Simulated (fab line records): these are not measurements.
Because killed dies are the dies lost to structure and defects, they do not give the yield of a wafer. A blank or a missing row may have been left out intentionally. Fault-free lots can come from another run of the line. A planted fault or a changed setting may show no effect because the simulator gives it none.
fab line records	flow n5-finfet
[record] lots = 7	wafers = 21	last-day = 18
route steps=1938 shown MIM_TOP_LITHO@1847 MIM_TOP_ETCH@1851 MIM_BOT_LITHO@1854 PASSIVATION@1936
lots with no fault: from the same line, run without faults
start-h: hours from the record's opening day to when the first of the lot's shown wafers began	wait-h: hours from the lot's prior step to this one	" same as the row above	L1.1+2: several wafers, shown together as one row	- no value, or no start given	* or withheld: withheld	< > ~ a bound
route shown NAME@n: a module of which the file shows steps, and the number in the route of the first	usual: mean/standard deviation of fault-free wafers	same: alike in all rows	chamber/n: place in a boat	sites: per-site readings	_std_site: their standard deviation	_edge_site: mean of outer sites minus mean of inner sites	radius-mm: how far each site lies from the wafer's centre	mask NAME#n: copy n	behind: the tool/chamber that last shaped the wafer	hold: why the lot went on hold/how many hours it stayed there/how the hold came to an end	device: names the non-switching transistor (n, p or np)	end of line: the route-end tests of the same wafers	for a step that has no rows: nothing shown but its recipe	killed: dies lost to structure and defects at the first sort, not the wafer's yield	map: per-die view of a wafer (x killed, . not killed, _ where there is no die)
set.NAME: setting as actually run; set.NAME@STEP: the setting as run at that earlier step	model.NAME: the simulator's own value behind a step, which no gauge read
lots at some steps of the route; a table a step, a row a wafer
services: the hour from which a tool's chamber was out of use, counted from the record's first day as start-h (under 0 if before that day), plus the number of hours and why
[[steps]]
[step N5_MIM_TOP_LITHO_CD_MEAS_08]
[recipe] target-cd-nm = 2000	landing-energy-ev = 500	detector = se-inlens
[usual] cd-nm = 1999.5/2.6
lot.wafer	tool	chamber	start-h	wait-h	cd-nm
L515.1	cd-sem-02	0	309.96	-	2000.5
L515.3	"	0	"	"	2000.6
L515.6	"	0	"	"	1999.5
L517.3	cd-sem-02	0	325.56	-	2000.0
L517.4	"	0	"	"	2000.0
L517.5	"	0	"	"	2003.1
L518.2	cd-sem-01	0	328.11	-	1997.3
L518.5	"	0	"	"	1999.2
L518.6	"	0	"	"	1996.6
L520.3	cd-sem-02	0	329.91	-	1999.5
L520.4	"	0	"	"	1998.0
L520.6	"	0	"	"	1998.0
L521.1	cd-sem-02	0	344.43	-	1997.7
L521.3	"	0	"	"	1998.2
L521.5	"	0	"	"	1996.5
L519.1	cd-sem-03	0	344.59	-	1997.7
L519.2	"	0	"	"	1994.1
L519.4	"	0	"	"	1993.8
L533.2	cd-sem-02	0	417.42	-	2003.7
L533.5	"	0	"	"	1997.5
L533.6	"	0	"	"	2003.1
[step N5_MIM_TOP_LITHO_OVL_MEAS_11]
[recipe] points-per-wafer = 44
[usual] MIM_TOP_OVL = 3/5.1
lot.wafer	tool	chamber	start-h	wait-h	MIM_TOP_OVL[nm]
L515.1	overlay-01	0	309.99	0.0	0
L515.3	"	0	"	"	-3
L515.6	"	0	"	"	10
L517.3	overlay-01	0	325.59	0.0	3
L517.4	"	0	"	"	0
L517.5	"	0	"	"	2
L518.2	overlay-02	0	328.14	0.0	3
L518.5	"	0	"	"	3
L518.6	"	0	"	"	-4
L520.3	overlay-01	0	329.94	0.0	8
L520.4	"	0	"	"	2
L520.6	"	0	"	"	4
L521.1	overlay-01	0	344.46	0.0	5
L521.3	"	0	"	"	6
L521.5	"	0	"	"	4
L519.1	overlay-01	0	344.62	0.0	1
L519.2	"	0	"	"	-2
L519.4	"	0	"	"	-2
L533.2	overlay-02	0	417.44	0.0	15
L533.5	"	0	"	"	3
L533.6	"	0	"	"	11
[step N5_MIM_TOP_LITHO_INSPECT_12]
[recipe] mode = adi	inspect-instrument = macro
[usual] raw-defect-count = 2.2/1.4
lot.wafer	tool	chamber	start-h	wait-h	raw-defect-count
L515.1	defect-inspect-01	-	310.01	0.0	6
L515.3	"	-	"	"	1
L515.6	"	-	"	"	3
L517.3	defect-inspect-01	-	325.61	0.0	1
L517.4	"	-	"	"	2
L517.5	"	-	"	"	3
L518.2	defect-inspect-02	-	328.25	0.1	4
L518.5	"	-	"	"	0
L518.6	"	-	"	"	1
L520.3	defect-inspect-02	-	329.96	0.0	1
L520.4	"	-	"	"	0
L520.6	"	-	"	"	1
L521.1	defect-inspect-01	-	344.49	0.0	0
L521.3	"	-	"	"	5
L521.5	"	-	"	"	2
L519.1	defect-inspect-02	-	344.65	0.0	1
L519.2	"	-	"	"	3
L519.4	"	-	"	"	2
L533.2	defect-inspect-01	-	417.47	0.0	3
L533.5	"	-	"	"	3
L533.6	"	-	"	"	1
[step N5_MIM_TOP_LITHO_DESCUM_10]
[recipe] chemistry = O2	time-s = 7.9	source-power-w = 50	bias-power-w = 20	pressure-mtorr = 20	rf-frequency-hz = 2.712e+07	temp-c = 40	o2-flow-sccm = 225
[usual] chamber-pressure-mTorr = 19.998/0.018	drypump-motor-current-A = 5.6/0.4	oes-product-au = 0.81/0.08	rf-fwd-power-W = 49.72/0.15	rf-vpp-V = 242.8/1.4	showerhead-plenum-p-Torr = 2.07/0.067	throttle-valve-pct = 20.31/0.21
lot.wafer	tool	chamber	start-h	wait-h	chamber-pressure-mTorr	drypump-motor-current-A	oes-product-au	rf-fwd-power-W	rf-hours-counter-h	rf-vpp-V	showerhead-plenum-p-Torr	throttle-valve-pct
L515.1	rie-diel-06	0	310.05	0.0	19.976	5.2	0.69	49.77	249	246.0	2.12	20.07
L515.3	"	3	"	"	19.993	5.1	0.83	49.44	92	242.4	2.04	20.53
L515.6	"	0	"	"	20.037	5.2	0.68	49.72	-	243.7	2.12	20.07
L517.3	rie-diel-04	3	326.07	0.5	19.971	5.2	0.78	49.72	138	241.5	2.01	20.55
L517.4	"	0	"	"	19.992	5.9	0.74	49.65	171	241.8	1.98	20.17
L517.5	"	0	"	"	19.979	5.9	0.75	49.56	-	242.9	1.98	20.15
L518.2	rie-diel-06	3	328.43	0.2	19.957	5.0	0.82	49.36	101	243.8	2.04	20.53
L518.5	"	2	"	"	19.988	5.8	0.78	49.79	-	243.9	2.08	20.18
L518.6	"	3	"	"	20.003	5.0	0.82	49.66	-	242.0	2.04	20.54
L520.3	rie-diel-04	1	329.99	0.0	19.997	5.8	0.87	49.76	39	243.2	2.13	20.39
L520.4	"	3	"	"	20.009	5.1	0.77	50.09	138	241.7	2.01	20.56
L520.6	"	2	"	"	20.012	6.0	0.67	50.02	-	241.6	2.07	20.33
L521.1	rie-diel-06	2	344.61	0.1	20.013	5.8	0.79	49.82	122	242.5	2.08	20.18
L521.3	"	0	"	"	20.002	5.2	1.00	49.96	4	244.9	2.12	19.83
L521.5	"	2	"	"	20.026	5.8	0.78	49.84	-	243.6	2.08	20.19
L519.1	rie-diel-01	0	344.69	0.0	20.007	5.2	0.75	49.84	137	244.8	2.19	20.50
L519.2	"	2	"	"	19.992	5.5	0.79	49.69	115	241.8	2.03	20.41
L519.4	"	3	"	"	20.042	6.1	0.88	49.64	44	241.4	2.02	19.91
L533.2	rie-diel-04	0	417.50	0.0	20.010	5.9	0.71	49.69	207	242.1	1.97	20.22
L533.5	"	2	"	"	19.999	6.0	0.91	49.82	-	243.6	2.07	20.14
L533.6	"	3	"	"	20.016	5.2	0.74	49.82	-	241.4	1.99	20.60
[step N5_MIM_TOP_ETCH_ETCH_00]
[recipe] chemistry = Cl2/BCl3	target = TiN	target-depth-a = 385	ion-energy-ev = 150	pressure-mtorr = 10	icp-w = 1000	bias-w = 126	Cl2_flow_sccm = 53.25	bcl3-flow-sccm = 21.75	Ar_flow_sccm = 25
[usual] chamber-pressure-mTorr = 9.999/0.0088	drypump-motor-current-A = 5.7/0.4	oes-product-au = 0.81/0.096	rf-fwd-power-W = 994/3.4	throttle-valve-pct = 22.6/0.31
lot.wafer	tool	chamber	start-h	wait-h	chamber-pressure-mTorr	drypump-motor-current-A	oes-product-au	rf-fwd-power-W	rf-hours-counter-h	throttle-valve-pct
L515.1	rie-metal-03	0	310.14	0.1	10.008	5.5	0.71	989	64	23.2
L515.3	"	1	"	"	9.989	5.9	0.75	995	-	22.8
L515.6	"	0	"	"	10.003	5.5	0.72	992	-	23.2
L517.3	rie-metal-02	1	326.19	0.1	9.991	5.4	1.04	999	-	22.5
L517.4	"	0	"	"	9.980	6.6	0.81	992	-	22.7
L517.5	"	1	"	"	9.992	5.4	1.03	992	-	22.5
L518.2	rie-metal-03	1	328.55	0.1	10.003	5.9	0.76	994	46	22.8
L518.5	"	0	"	"	9.993	5.5	0.71	998	-	23.2
L518.6	"	1	"	"	10.005	5.8	0.76	992	-	22.8
L520.3	rie-metal-02	1	330.12	0.1	10.003	5.4	1.02	991	-	22.5
L520.4	"	0	"	"	10.014	6.6	0.81	991	-	22.7
L520.6	"	1	"	"	10.023	5.4	1.02	997	-	22.5
L521.1	rie-metal-03	1	344.69	0.1	9.997	5.8	0.75	993	48	22.8
L521.3	"	1	"	"	9.993	5.9	0.74	991	-	22.8
L521.5	"	1	"	"	10.012	5.9	0.74	993	-	22.8
L519.1	rie-metal-01	1	344.78	0.1	9.998	5.3	0.93	995	13	22.5
L519.2	"	0	"	"	10.003	5.8	0.74	992	66	22.2
L519.4	"	1	"	"	9.989	5.4	0.92	994	-	22.5
L533.2	rie-metal-02	1	417.59	0.1	9.997	5.4	0.93	994	7	22.5
L533.5	"	0	"	"	9.985	6.6	0.78	991	-	22.7
L533.6	"	1	"	"	10.009	5.4	0.93	995	-	22.5
[step N5_MIM_TOP_ETCH_STRIP_01]
[recipe] chemistry = O2	power-w = 600	temp-c = 60	pressure-mtorr = 30	rf-frequency-hz = 6e+07	bias-power-w = 0	overash-fraction = 0.5	o2-flow-sccm = 225
[usual] chamber-pressure-mTorr = 30.00/0.075	drypump-motor-current-A = 5.8/0.55	oes-product-au = 0.80/0.098	rf-vpp-V = 3.7/1.3	showerhead-plenum-p-Torr = 2.12/0.059	throttle-valve-pct = 16.63/0.26
lot.wafer	tool	chamber	start-h	wait-h	chamber-pressure-mTorr	drypump-motor-current-A	oes-product-au	rf-hours-counter-h	rf-vpp-V	showerhead-plenum-p-Torr	throttle-valve-pct
L515.1	rie-diel-02	0	310.29	0.1	30.15	5.2	0.96	10	3.5	2.11	16.23
L515.3	"	1	"	"	29.94	6.3	0.79	105	7.4	2.13	16.45
L515.6	"	0	"	"	30.05	5.2	0.96	-	3.1	2.11	16.23
L517.3	rie-diel-05	0	326.30	0.1	30.00	6.6	0.71	195	5.7	2.02	16.53
L517.4	"	3	"	"	30.14	5.9	0.67	211	2.4	2.14	16.93
L517.5	"	0	"	"	29.92	6.6	0.73	-	1.8	2.02	16.57
L518.2	rie-diel-05	0	328.73	0.1	30.00	6.6	0.73	195	4.6	2.02	16.57
L518.5	"	2	"	"	29.89	6.6	0.71	-	2.0	2.10	16.89
L518.6	"	3	"	"	29.95	5.9	0.68	-	2.8	2.14	16.92
L520.3	rie-diel-02	3	330.38	0.2	30.09	6.3	0.97	4	4.7	2.17	16.31
L520.4	"	1	"	"	30.08	6.3	0.77	111	3.0	2.13	16.43
L520.6	"	0	"	"	30.07	5.2	0.95	-	4.6	2.11	16.26
L519.1	rie-diel-03	0	344.98	0.2	29.88	5.9	0.85	62	3.7	2.02	16.63
L519.2	"	1	"	"	29.99	5.3	0.70	227	2.7	2.08	17.16
L519.4	"	3	"	"	29.99	4.8	0.70	224	2.9	2.16	16.85
L521.1	rie-diel-03	3	345.02	0.3	30.09	4.8	0.69	224	7.0	2.17	16.84
L521.3	"	2	"	"	29.95	6.0	0.88	55	2.9	2.11	16.56
L521.5	"	0	"	"	30.05	5.9	0.87	-	6.8	2.02	16.60
L533.2	rie-diel-03	0	417.77	0.1	29.94	5.9	0.85	86	2.4	2.01	16.71
L533.5	"	3	"	"	30.04	4.9	0.67	-	3.3	2.16	16.85
L533.6	"	2	"	"	29.99	5.9	0.84	-	4.4	2.11	16.60
[step N5_MIM_TOP_ETCH_PECVD_03]
[recipe] material = SiNx	target-thk-a = 200	temp-c = 400	precursor = SiH4/NH3/N2	pressure-torr = 1.5	rf-w = 300	time-s = 17.6
[usual] chamber-pressure-Torr = 1.501/0.0033	heater-power-outer-w = 435/60	heater-power-w = 735/76	rf-fwd-power-W = 297.8/1.1	showerhead-plenum-p-Torr = 5.14/0.044	throttle-valve-pct = 40.3/2.5
lot.wafer	tool	chamber	start-h	wait-h	chamber-pressure-Torr	heater-power-outer-w	heater-power-w	rf-fwd-power-W	showerhead-plenum-p-Torr	throttle-valve-pct
L515.1	pecvd-02	2	310.35	-	1.501	477	830	297.9	5.13	37.3
L515.3	"	1	"	"	1.510	457	795	297.0	5.09	44.0
L515.6	"	1	"	"	1.505	466	780	297.2	5.10	44.0
L517.3	pecvd-04	1	326.36	-	1.500	565	879	297.3	5.16	43.6
L517.4	"	0	"	"	1.503	397	717	296.8	5.17	38.6
L517.5	"	1	"	"	1.498	548	882	296.6	5.17	43.8
L518.2	pecvd-04	2	328.80	-	1.497	364	716	297.8	5.21	40.5
L518.5	"	2	"	"	1.499	360	724	298.0	5.21	40.3
L518.6	"	1	"	"	1.507	537	863	299.3	5.17	43.6
L520.3	pecvd-03	2	330.45	-	1.503	462	715	298.2	5.08	36.0
L520.4	"	1	"	"	1.501	463	821	296.6	5.06	41.0
L520.6	"	0	"	"	1.503	377	624	298.4	5.19	38.9
L519.1	pecvd-03	1	345.04	-	1.506	435	755	296.6	5.07	40.9
L519.2	"	0	"	"	1.497	375	609	297.3	5.19	38.5
L519.4	"	0	"	"	1.501	387	635	298.5	5.20	38.6
L521.1	pecvd-04	1	345.08	-	1.492	506	778	297.4	5.15	43.6
L521.3	"	2	"	"	1.503	377	717	298.2	5.22	40.6
L521.5	"	1	"	"	1.500	494	812	298.1	5.16	43.7
L533.2	pecvd-04	1	417.83	-	1.502	498	803	298.1	5.14	37.4
L533.5	"	2	"	"	1.501	374	723	296.7	5.22	41.0
L533.6	"	1	"	"	1.501	504	811	297.9	5.15	37.3
[step N5_MIM_BOT_LITHO_HMDS_01]
[recipe] time-s = 60	temp-c = 120
[step N5_MIM_BOT_LITHO_COAT_02]
[recipe] spin-rpm = *	resist-thk-nm = *
[step N5_MIM_BOT_LITHO_EBR_04]
[recipe] solvent = PGMEA	ebr-width-mm = 1.5
[step N5_MIM_BOT_LITHO_SOFTBAKE_03]
[recipe] temp-c = 100	time-s = 90
[step N5_MIM_BOT_LITHO_EXPOSE_05]
[recipe] mask-id = MIM_BOT	na = 0.55	source-shape = conventional	sigma-outer = 0.8	polarization = unpolarized	dose-mj = 24.25
[step N5_MIM_BOT_LITHO_PEB_06]
[recipe] peb-temp-c = withheld	peb-time-s = *
lot.wafer	tool	chamber	start-h	wait-h
L515.1+3+6	litho-track-05	0	310.59	0.1
L517.3+4+5	litho-track-03	0	326.60	0.0
L518.2+5+6	litho-track-03	0	329.16	0.0
L520.3+4+6	litho-track-05	0	330.81	0.0
L519.1+2+4	litho-track-03	0	345.40	0.1
L521.1+3+5	litho-track-03	0	345.59	0.1
L533.2+5+6	litho-track-05	0	418.07	0.0
[step N5_MIM_BOT_LITHO_DEVELOP_07]
[recipe] develop-time-s = 60	rinse-liquid = diw	dry = air-spin	dev-temp-c = 21
[step N5_MIM_BOT_LITHO_HARDBAKE_09]
[recipe] temp-c = 130	time-s = 120
[step N5_MIM_BOT_LITHO_CD_MEAS_08]
[recipe] target-cd-nm = 3000	landing-energy-ev = 500	detector = se-inlens	polarity = opening
[usual] cd-nm = 3000.1/2.8
lot.wafer	tool	chamber	start-h	wait-h	cd-nm
L515.1	cd-sem-02	0	310.71	-	2998.0
L515.3	"	0	"	"	3003.8
L515.6	"	0	"	"	2998.1
L517.3	cd-sem-02	0	326.72	-	3000.0
L517.4	"	0	"	"	2999.8
L517.5	"	0	"	"	2997.3
L518.2	cd-sem-02	0	329.28	-	2994.3
L518.5	"	0	"	"	2998.4
L518.6	"	0	"	"	2980.9
L520.3	cd-sem-01	0	330.93	-	3003.8
L520.4	"	0	"	"	3001.2
L520.6	"	0	"	"	2999.7
L519.1	cd-sem-02	0	345.52	-	3000.0
L519.2	"	0	"	"	2996.0
L519.4	"	0	"	"	2983.8
L521.1	cd-sem-03	0	345.71	-	3002.7
L521.3	"	0	"	"	2986.1
L521.5	"	0	"	"	3002.0
L533.2	cd-sem-02	0	418.19	-	3001.0
L533.5	"	0	"	"	3001.3
L533.6	"	0	"	"	3000.4
[step N5_MIM_BOT_LITHO_OVL_MEAS_11]
[recipe] points-per-wafer = 44
[usual] MIM_BOT_OVL = 2/5
lot.wafer	tool	chamber	start-h	wait-h	MIM_BOT_OVL[nm]
L515.1	overlay-02	0	310.74	0.0	3
L515.3	"	0	"	"	1
L515.6	"	0	"	"	5
L517.3	overlay-02	0	326.75	0.0	4
L517.4	"	0	"	"	-6
L517.5	"	0	"	"	2
L518.2	overlay-01	0	329.31	0.0	-1
L518.5	"	0	"	"	4
L518.6	"	0	"	"	7
L520.3	overlay-02	0	330.96	0.0	2
L520.4	"	0	"	"	10
L520.6	"	0	"	"	8
L519.1	overlay-01	0	345.55	0.0	-4
L519.2	"	0	"	"	5
L519.4	"	0	"	"	4
L521.1	overlay-01	0	345.74	0.0	6
L521.3	"	0	"	"	5
L521.5	"	0	"	"	5
L533.2	overlay-02	0	418.22	0.0	4
L533.5	"	0	"	"	4
L533.6	"	0	"	"	6
[step N5_PASSIVATION_PROBE_49]
[usual] defect-limited-yield = 91.1/1.4	killed_at_M0_to_M3 = 34/9.7	killed_at_M4_up = 13/5.1	killed-at-contacts = 14/6.3	killed-at-front-end = 40/11	killed-at-other = 3.5/2.7	killed-dies = 105/16	killed-open = 70/12	killed-short = 34/7.8	sort_bin_5_function = 5.2/0.88	sort_bin_6_memory = 3.3/0.7	sort_bin_8_speed = 0.1/0.62	sort-n-pass = 1074/17	sort-yield-pct = 91.0/1.5
[same] gross-dies = 1180	killed-at-back-side = 0	sort_bin_4_leakage[%] = 0
lot.wafer	tool	chamber	start-h	wait-h	defect-limited-yield[%]	killed_at_M0_to_M3	killed_at_M4_up	killed-at-contacts	killed-at-front-end	killed-at-other	killed-dies	killed-open	killed-short	sort_bin_5_function[%]	sort_bin_6_memory[%]	sort_bin_8_speed[%]	sort-n-pass	sort-yield-pct[%]
L515.1	prober-01	-	320.87	0.0	91.9	40	10	9	29	8	96	59	34	4.6	3.1	0	1084	91.9
L515.3	prober-01	-	320.97	0.1	91.7	33	10	16	37	2	98	69	28	5.1	3.0	0	1082	91.7
L515.6	prober-01	-	321.12	0.3	91.9	30	19	11	31	4	95	62	32	5.0	2.7	0	1085	91.9
L517.3	prober-01	-	335.96	0.1	91.4	25	17	11	48	1	102	63	31	4.1	4.0	0	1078	91.4
L517.4	prober-01	-	336.01	0.2	92.7	17	13	16	39	1	86	65	20	4.4	2.8	0	1094	92.7
L517.5	prober-01	-	336.06	0.2	91.4	45	8	18	30	0	101	68	27	5.5	2.3	0	1079	91.4
L518.2	prober-02	-	339.09	0.1	90.3	37	14	11	48	5	115	77	32	5.5	3.6	0	1065	90.3
L518.5	prober-02	-	339.24	0.2	91.3	22	9	9	60	3	103	67	36	5.3	3.3	0	1077	91.3
L518.6	prober-02	-	339.29	0.3	91.9	25	13	6	50	1	95	70	24	4.1	3.6	0	1085	91.9
L520.3	prober-01	-	339.42	0.1	91.1	21	28	13	41	2	105	78	26	5.4	3.5	0	1075	91.1
L520.4	prober-01	-	339.47	0.2	93.6	22	9	15	23	7	76	54	22	3.8	2.3	0	1104	93.6
L520.6	prober-01	-	339.57	0.3	92.6	24	16	8	31	8	87	60	27	4.5	2.3	0	1093	92.6
L519.1	prober-01	-	355.45	0.0	90.6	23	7	10	64	7	111	69	41	5.4	3.6	0	1069	90.6
L519.2	prober-01	-	355.50	0.1	89.7	32	36	6	37	11	122	76	45	6.7	3.4	0	1058	89.7
L519.4	prober-01	-	355.60	0.2	89.3	22	22	14	65	3	126	84	42	5.7	4.5	0	1054	89.3
L521.1	prober-02	-	357.42	0.0	91.5	30	9	14	45	2	100	61	37	5.0	2.8	0	1080	91.5
L521.3	prober-02	-	357.52	0.1	93.6	17	11	14	32	2	76	57	19	3.6	2.6	0	1104	93.6
L521.5	prober-02	-	357.62	0.2	91.7	29	13	24	29	3	98	71	27	4.8	3.3	0	1082	91.7
L533.2	prober-01	-	429.89	0.1	92.7	36	14	1	34	1	86	59	27	4.7	2.3	0	1094	92.7
L533.5	prober-01	-	430.04	0.2	93.6	18	5	3	47	2	75	48	24	3.5	2.7	0	1105	93.6
L533.6	prober-01	-	430.09	0.3	90.8	34	17	6	50	2	109	68	32	4.6	3.7	2.5	1042	88.3
// killed by level:class
L515.1 BEOL_M2:geometric-particle:open=8 MOL_CONTACT_COAG:geometric-particle:open=8 FIN_SAQP:geometric-particle:short=7 BEOL_M0_SAQP:geometric-particle:short=7 BEOL_M1:geometric-particle:open=7 BEOL_M0_SAQP:geometric-particle:open=6 STI_FIN_REVEAL:geometric-particle:open=5 STARTING-WAFER:geometric-particle:open=4
L515.3 MOL_CONTACT_COAG:geometric-particle:open=15 STI_FIN_REVEAL:geometric-particle:open=8 BEOL_M3:geometric-particle:open=8 FIN_SAQP:geometric-particle:short=6 BEOL_M2:geometric-particle:open=6 BEOL_M0_SAQP:geometric-particle:open=5 DUMMY_GATE:geometric-particle:open=4 GATE_CUT:geometric-particle:short=4
L515.6 MOL_CONTACT_COAG:geometric-particle:open=10 BEOL_M1:geometric-particle:open=7 FIN_SAQP:geometric-particle:short=6 STI_FIN_REVEAL:geometric-particle:open=6 BEOL_M4:geometric-particle:open=6 BEOL_M2:geometric-particle:open=5 BEOL_M5:geometric-particle:open=5 DUMMY_GATE:geometric-particle:open=4
L517.3 STI_FIN_REVEAL:geometric-particle:open=10 MOL_CONTACT_COAG:geometric-particle:open=9 BEOL_M0_SAQP:geometric-particle:short=9 GATE_CUT:geometric-particle:open=7 BEOL_M0_SAQP:geometric-particle:open=6 BEOL_M5:geometric-particle:open=6 DUMMY_GATE:geometric-particle:open=5 GATE_CUT:geometric-particle:short=5
L517.4 STI_FIN_REVEAL:geometric-particle:open=16 MOL_CONTACT_COAG:geometric-particle:open=11 BEOL_M0:geometric-particle:open=9 MOL_CONTACT_COAG:geometric-particle:short=5 GATE_CUT:geometric-particle:open=4 BEOL_M4:geometric-particle:open=4 BEOL_M5:geometric-particle:open=4 FIN_SAQP:geometric-particle:open=3
L517.5 MOL_CONTACT_COAG:geometric-particle:open=17 BEOL_M0_SAQP:geometric-particle:open=9 BEOL_M3:geometric-particle:open=9 BEOL_M0_SAQP:geometric-particle:short=8 BEOL_M2:geometric-particle:open=7 BEOL_M0:geometric-particle:open=6 STI_FIN_REVEAL:geometric-particle:open=5 BEOL_M5:geometric-particle:open=5
L518.2 STI_FIN_REVEAL:geometric-particle:open=19 BEOL_M0_SAQP:geometric-particle:short=12 BEOL_M3:geometric-particle:open=9 MOL_CONTACT_COAG:geometric-particle:open=9 BEOL_M0_SAQP:geometric-particle:open=9 FIN_SAQP:geometric-particle:open=5 DUMMY_GATE:geometric-particle:open=5 BEOL_M4:geometric-particle:open=5
L518.5 STI_FIN_REVEAL:geometric-particle:open=18 BEOL_M0_SAQP:geometric-particle:short=8 MOL_CONTACT_COAG:geometric-particle:open=7 FIN_SAQP:geometric-particle:open=6 BEOL_M0_SAQP:geometric-particle:open=6 GATE_CUT:geometric-particle:short=5 BEOL_M3:geometric-particle:open=5 STARTING-WAFER:geometric-particle:short=5
L518.6 STI_FIN_REVEAL:geometric-particle:open=20 FIN_SAQP:geometric-particle:short=13 BEOL_M2:geometric-particle:open=10 MOL_CONTACT_COAG:geometric-particle:open=6 BEOL_M1:geometric-particle:open=5 BEOL_M0_SAQP:geometric-particle:short=4 BEOL_M4:geometric-particle:open=4 STARTING-WAFER:geometric-particle:open=4
L520.3 STI_FIN_REVEAL:geometric-particle:open=14 FIN_SAQP:geometric-particle:open=11 MOL_CONTACT_COAG:geometric-particle:open=10 BEOL_M1:geometric-particle:open=8 BEOL_M4:geometric-particle:open=7 BEOL_M5:geometric-particle:open=5 BEOL_M3:geometric-particle:open=4 BEOL_M7:geometric-particle:open=4
L520.4 MOL_CONTACT_COAG:geometric-particle:open=12 FIN_SAQP:geometric-particle:open=8 BEOL_M0_SAQP:geometric-particle:short=6 FIN_SAQP:geometric-particle:short=5 DUMMY_GATE:geometric-particle:open=4 BEOL_M0_SAQP:geometric-particle:open=4 BEOL_M1:geometric-particle:open=4 BEOL_M2:geometric-particle:open=4
L520.6 STI_FIN_REVEAL:geometric-particle:open=8 MOL_CONTACT_COAG:geometric-particle:open=7 GATE_CUT:geometric-particle:open=6 BEOL_M0_SAQP:geometric-particle:short=6 BEOL_M0_SAQP:geometric-particle:open=5 BEOL_M5:geometric-particle:open=5 FIN_SAQP:geometric-particle:open=4 BEOL_M3:geometric-particle:open=4
L519.1 FIN_SAQP:geometric-particle:open=17 FIN_SAQP:geometric-particle:short=14 STI_FIN_REVEAL:geometric-particle:open=12 MOL_CONTACT_COAG:geometric-particle:open=10 GATE_CUT:geometric-particle:short=7 GATE_CUT:geometric-particle:open=6 BEOL_M2:geometric-particle:open=5 BEOL_M3:geometric-particle:short=5
L519.2 BEOL_M4:geometric-particle:open=17 BEOL_M4:geometric-particle:short=10 STI_FIN_REVEAL:geometric-particle:open=9 BEOL_M1:geometric-particle:open=7 BEOL_M3:geometric-particle:open=7 GATE_CUT:geometric-particle:short=6 MOL_CONTACT_COAG:geometric-particle:open=5 BEOL_M0_SAQP:geometric-particle:open=5
L519.4 STI_FIN_REVEAL:geometric-particle:open=27 MOL_CONTACT_COAG:geometric-particle:open=12 FIN_SAQP:geometric-particle:short=8 BEOL_M4:geometric-particle:open=8 BEOL_M3:geometric-particle:open=7 GATE_CUT:geometric-particle:short=6 FIN_SAQP:geometric-particle:open=5 STI_FIN_REVEAL:geometric-particle:short=4
L521.1 FIN_SAQP:geometric-particle:short=10 BEOL_M1:geometric-particle:open=10 MOL_CONTACT_COAG:geometric-particle:open=9 STI_FIN_REVEAL:geometric-particle:open=7 BEOL_M2:geometric-particle:open=6 BEOL_M0_SAQP:geometric-particle:open=6 DUMMY_GATE:geometric-particle:open=5 MOL_CONTACT_COAG:geometric-particle:short=5
L521.3 MOL_CONTACT_COAG:geometric-particle:open=12 STI_FIN_REVEAL:geometric-particle:open=9 DUMMY_GATE:geometric-particle:open=7 BEOL_M0:geometric-particle:open=4 BEOL_M2:geometric-particle:open=4 ILD0:geometric-particle:open=3 BEOL_M1:geometric-particle:open=3 BEOL_M4:geometric-particle:open=3
L521.5 MOL_CONTACT_COAG:geometric-particle:open=20 BEOL_M1:geometric-particle:open=8 BEOL_M4:geometric-particle:open=7 GATE_CUT:geometric-particle:short=6 STI_FIN_REVEAL:geometric-particle:open=5 BEOL_M2:geometric-particle:open=5 BEOL_M3:geometric-particle:open=5 FIN_SAQP:geometric-particle:short=4
L533.2 BEOL_M2:geometric-particle:open=13 STI_FIN_REVEAL:geometric-particle:open=10 GATE_CUT:geometric-particle:short=7 BEOL_M0:geometric-particle:open=5 BEOL_M1:geometric-particle:open=5 BEOL_M4:geometric-particle:open=5 BEOL_M0_SAQP:geometric-particle:short=4 FIN_SAQP:geometric-particle:open=3
L533.5 FIN_SAQP:geometric-particle:open=12 FIN_SAQP:geometric-particle:short=11 STI_FIN_REVEAL:geometric-particle:open=8 DUMMY_GATE:geometric-particle:open=6 BEOL_M2:geometric-particle:open=5 BEOL_M1:geometric-particle:open=5 STARTING-WAFER:geometric-particle:short=4 BEOL_M4:geometric-particle:open=3
L533.6 FIN_SAQP:geometric-particle:open=10 FIN_SAQP:geometric-particle:short=8 BEOL_M1:geometric-particle:open=8 HKMG_FIN:area-etch=8 BEOL_M3:geometric-particle:open=7 BEOL_M4:geometric-particle:open=7 BEOL_M2:geometric-particle:open=6 STI_FIN_REVEAL:geometric-particle:open=5
[[services]]
tool	chamber	start-h	hours	kind
rie-diel-03	1	298.81	7.3	repair
pecvd-03	-	299.39	28.1	pm
rie-metal-02	1	305.63	-	clean
rie-metal-02	1	305.63	16.4	scheduled-down
rie-metal-02	1	305.63	16.4	vent-cycle
litho-track-05	-	309.19	-	consumable-replace:filter
rie-diel-02	1	322.00	2.0	repair
rie-metal-02	-	328.64	0.5	repair
rie-metal-03	0	332.65	14.8	repair
pecvd-03	-	334.70	0.7	repair
rie-diel-01	2	337.34	4.5	repair
rie-diel-03	-	350.66	0.5	repair
pecvd-02	-	361.59	2.8	pm
pecvd-04	1	383.62	-	clean
pecvd-04	1	383.62	-	consumable-replace:showerhead
pecvd-04	1	383.62	29.0	scheduled-down
pecvd-04	1	383.62	29.0	vent-cycle
rie-diel-03	2	384.29	6.7	repair
rie-metal-02	-	388.06	28.1	pm
pecvd-04	-	393.86	3.2	repair
rie-diel-04	1	406.32	11.2	repair
rie-diel-05	0	407.05	7.8	repair
rie-metal-03	-	411.11	1.5	repair
rie-diel-01	1	414.00	1.5	repair
[[key]]
[first-sign] step = N5_MIM_BOT_LITHO_CD_MEAS_08	reading = cd-nm	direction = down	sigmas = 6	usual = 3000.1	struck = 2983.6
effect none on later readings
met-at N5_MIM_BOT_LITHO_PEB_06
struck-wafers L518.6,L519.4,L521.3
onset-between 326.60 329.16
[fault] kind = process-parameter-drift	tool = litho-track-03	chamber = -	onset-h = 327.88	steps = N5_MIM_BOT_LITHO_PEB_06	channel = peb-time-s	offset = *	shape = step	end-h = 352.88	scope = struck-wafers-only	acts-in = *	stated = *
